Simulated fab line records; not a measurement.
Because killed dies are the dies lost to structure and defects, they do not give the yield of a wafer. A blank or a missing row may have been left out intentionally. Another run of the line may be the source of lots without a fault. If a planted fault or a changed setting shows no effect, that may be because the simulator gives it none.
Comparing a struck lot with a sound one / flow n5-finfet / 33 out of 1938 route steps
Sound: these wafers, L669.1, L669.2, L669.5. Struck: wafers L671.2, L671.4, L671.6. The cause is named last.
At each step with rows: each side's tool, then ch and its chambers, then its first start. Under that, the readings that differ: sound wafers / struck wafers / difference of the means / sigmas: that difference in standard deviations of wafers without a fault.
alike: same words and numbers on both sides, and readings whose means sit less than 2 such deviations apart. not compared: any withheld reading, any reading some wafer has no value for, any bound like >300 that may hide the same value, and any number with overlapping values for which the record gives no deviation.
A row with sigmas, a row that says differs or no value, or rows on one side alone: a step with any of these is where the two part. When numbers do not overlap yet have no deviation, they are printed without sigmas and do not part them. Lack of a reading on every wafer of one side parts them only where that side has two or more wafers.

first, 1 step without rows for these wafers: N5_BEOL_M9_ECD_50 (material Cu, target thk 318 nm).
N5_BEOL_M9_ANNEAL_51: time 90 s.
  sound on rtp-anneal-01 ch 0, day 11 04:56; struck on rtp-anneal-02 ch 0, day 11 16:42
reading=wafer_temp_C_max; sound=225.6 225.8 225.9; struck=226.7 226.4 226.7; difference=+0.8; sigmas=+3
  alike: anneal-temp-c-max
then, 1 step without rows for these wafers: N5_BEOL_M9_CMP_52 (polishes, stops on SiCOH lowk, t overpolish 7 s, target thk 140 nm).
N5_BEOL_M9_THK_MEAS_53: measures by xrf.
  sound on film-metro-01, day 11 05:48; struck on film-metro-01, day 11 17:15
  alike: M9_THK
then, 1 step without rows for these wafers: N5_BEOL_M9_PRE_CLEAN_55 (time 15 s).
N5_BEOL_M9_DEP_56: deposits SiCN from 3MS/NH3, target thk 15 nm, time 26.5 s.
  sound on pecvd-03 ch 0,2, day 11 05:52; struck on pecvd-01 ch 0,1,2, day 11 17:19
  alike: chamber-pressure-Torr, rf-fwd-power-W, showerhead-plenum-p-Torr, throttle-valve-pct
N5_BEOL_M9_RS_MEAS_57: a four-point-probe measurement.
  sound on film-metro-02, day 11 05:56; struck on film-metro-01, day 11 17:23
  alike: M9_RS
N5_BEOL_M9_INSPECT_58: inspects for defects (darkfield).
  sound on defect-inspect-02, day 11 05:58; struck on defect-inspect-02, day 11 17:25
  alike: raw-defect-count
N5_BEOL_M10_ILD_DEP_00: deposits SiCOH lowk from DEMS/porogen, target thk 308.51 nm, time 58 s.
  sound on pecvd-02 ch 0,1, day 11 06:00; struck on pecvd-03 ch 1,2, day 11 17:27
  alike: chamber-pressure-Torr, heater-power-outer-w, heater-power-w, showerhead-plenum-p-Torr, throttle-valve-pct
then, 1 step without rows for these wafers: N5_BEOL_M10_CURE_71 (cures SiCOH lowk, time 240 s).
N5_BEOL_M10_THK_MEAS_01:
  sound on film-metro-01, day 11 06:35; struck on film-metro-01, day 11 18:31
  alike: M10_ILD_THK
then, 1 step without rows for these wafers: N5_BEOL_M10_PECVD_70 (deposits SiO2 from TEOS/O2, target thk 20 nm, time 22.7 s).
N5_BEOL_M10_HM_DEP_02: deposits TiN, target thk 20 nm.
  sound on pvd-sputter-02, day 11 07:20; struck on pvd-sputter-02, day 11 21:12
  no value came back on the struck wafers for chamber-pressure-pa (Pa), substrate-temp-c (C), throttle-valve-pct (%); on the sound wafers chamber-pressure-pa (Pa) reads 0.5026 0.4997 0.5004
then, 8 steps without rows for these wafers: N5_BEOL_M10_COAT_59 (time 60 s, resist thk 100 nm); N5_BEOL_M10_COAT_60 (time 60 s, resist thk 30 nm); N5_BEOL_M10_COAT_05 (resist thk 90 nm); N5_BEOL_M10_EBR_07; N5_BEOL_M10_SOFTBAKE_06 (time 60 s); N5_BEOL_M10_EXPOSE_08 (exposes mask M10); N5_BEOL_M10_PEB_09 (peb time 60 s); N5_BEOL_M10_DEVELOP_10 (develop time 30 s).
N5_BEOL_M10_CD_MEAS_11: target cd 64.1 nm.
  sound on cd-sem-01 ch 0, day 11 07:49; struck on cd-sem-03 ch 0, day 11 21:42
  alike: cd-nm
N5_BEOL_M10_OVL_MEAS_12:
  sound on overlay-01 ch 0, day 11 07:52; struck on overlay-01 ch 0, day 11 21:44
  alike: M10_OVL
N5_BEOL_M10_INSPECT_13: inspects for defects (brightfield).
  sound on defect-inspect-02, day 11 07:53; struck on defect-inspect-01, day 11 21:45
  alike: raw-defect-count
then, 1 step without rows for these wafers: N5_BEOL_M10_DESCUM_16 (chemistry O2, time 7.9 s).
N5_BEOL_M10_ETCH_61: etches SiARC in CF4, target depth 39 nm, time 65 s.
  sound on rie-diel-04 ch 0,2,3, day 11 07:58; struck on rie-diel-03 ch 0,1,3, day 11 21:49
  alike: drypump-motor-current-A, etch-rf-on-time-s, oes-product-au, rf-vpp-V, showerhead-plenum-p-Torr, throttle-valve-pct
  not compared: rf-hours-counter-h
then, 3 steps without rows for these wafers: N5_BEOL_M10_ETCH_62 (etches SOC in N2/H2, target depth 110 nm, overetch 22 nm, time 165 s); N5_BEOL_M10_STRIP_68 (strips in N2/H2); N5_BEOL_M10_STRIP_67 (strips in CF4).
N5_BEOL_M10_HM_OPEN_17: chemistry Cl2/BCl3, target TiN, target depth 20 nm, overetch 6 nm.
  sound on rie-metal-02 ch 0,1, day 11 08:12; struck on rie-metal-03 ch 1, day 11 22:05
reading=oes_ar_750_au (a.u.); sound=0.99 0.87 1.00; struck=0.76 0.76 0.75; difference=-0.20; sigmas=-3
reading=oes-product-au (a.u.); sound=0.84 0.74 0.83; struck=0.27 0.28 0.27; difference=-0.53; sigmas=-8
reading=throttle-valve-pct (%); sound=22.3 21.6 22.3; struck=23.0 23.0 23.0; difference=+0.9; sigmas=+3
reading=model.etch.depth-nm (nm); sound=20.1 19.83 19.48; struck=0 0 0; difference=-20; sigmas=
  alike: drypump-motor-current-A
  not compared: rf-hours-counter-h
N5_BEOL_M10_STRIP_19: strips in O2.
  sound on rie-diel-03 ch 1,2,3, day 11 08:23; struck on rie-diel-05 ch 0,1,2, day 11 22:18
  alike: drypump-motor-current-A, oes-product-au, rf-vpp-V, showerhead-plenum-p-Torr, throttle-valve-pct
  not compared: rf-hours-counter-h
N5_BEOL_M10_CD_MEAS_18: pitch 140 nm, target cd 70 nm.
  sound on cd-sem-02, day 11 08:28; struck on cd-sem-03, day 11 22:22
reading=cd-nm (nm); sound=69.1 70.4 70.3; struck=- - -; difference=no value on the struck wafers; sigmas=
then, 1 step without rows for these wafers: N5_BEOL_M10_COAT_63 (time 60 s, resist thk 100 nm).

## WHERE THEY PART
First at N5_BEOL_M9_ANNEAL_51; last, within this record, at N5_BEOL_M10_CD_MEAS_18.

WHY: what the simulator had put in
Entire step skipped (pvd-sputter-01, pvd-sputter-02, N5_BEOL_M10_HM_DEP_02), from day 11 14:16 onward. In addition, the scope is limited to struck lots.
